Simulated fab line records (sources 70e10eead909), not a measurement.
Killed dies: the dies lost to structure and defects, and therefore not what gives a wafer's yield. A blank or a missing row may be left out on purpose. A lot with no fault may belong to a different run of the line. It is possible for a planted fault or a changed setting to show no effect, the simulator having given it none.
Matching of chambers | flow nand_harc | 3 sister chambers for NHARC_A_DECK1_JOINT_DEP_16 on pecvd-01
The step deposits SiO2, target thk 45 nm. 6 wafers are shown with their chamber, then 8 later ones without.

## WAFERS WITH THEIR CHAMBER
wafer  | chamber | heater_power_w (W) | showerhead_vpp_V (V)
L077.5 | 2       | 618                | 1796
L079.5 | 1       | 691                | 1713
L081.1 | 2       | 799                | 1763
L081.2 | 0       | 474                | 1835
L081.5 | 1       | 648                | 1705
L086.2 | 0       | 481                | 1792

## WAFERS WITH NO CHAMBER GIVEN
wafer  | heater_power_w (W) | showerhead_vpp_V (V)
L086.4 | 750                | 1712
L086.5 | 459                | 1810
L087.2 | 650                | 1720
L087.3 | 456                | 1791
L087.4 | 473                | 1802
L092.2 | 739                | 1709
L092.4 | 704                | 1740
L092.6 | 491                | 1838

## EACH ONE'S CHAMBER
wafer  | from the rows above     | in truth
L086.4 | can't be placed: 1 or 2 | 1
L086.5 | 0                       | 0
L087.2 | 1                       | 1
L087.3 | 0                       | 0
L087.4 | 0                       | 0
L092.2 | 1                       | 1
L092.4 | can't be placed: 1 or 2 | 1
L092.6 | 0                       | 0
Correct placement for 6 of the 8. From these rows, 2 cannot be placed; in 2 the true chamber is one of the candidates. Wrongly placed: 0.
How it was worked out, from the rows above alone: a wafer's distance from a chamber is the root of the sum, over the readings, of the square of ((its reading less the chamber's mean) divided by the reading's scatter). If the next closest chamber is less than 2 further off than the closest, the wafer can't be placed; otherwise it belongs to the closest. For every chamber, the mean is computed from those of its wafers that are shown. The scatter is the square root of a quotient: the sum, over the shown wafers, of each reading's squared deviation from its chamber's mean, divided by wafers minus chambers.
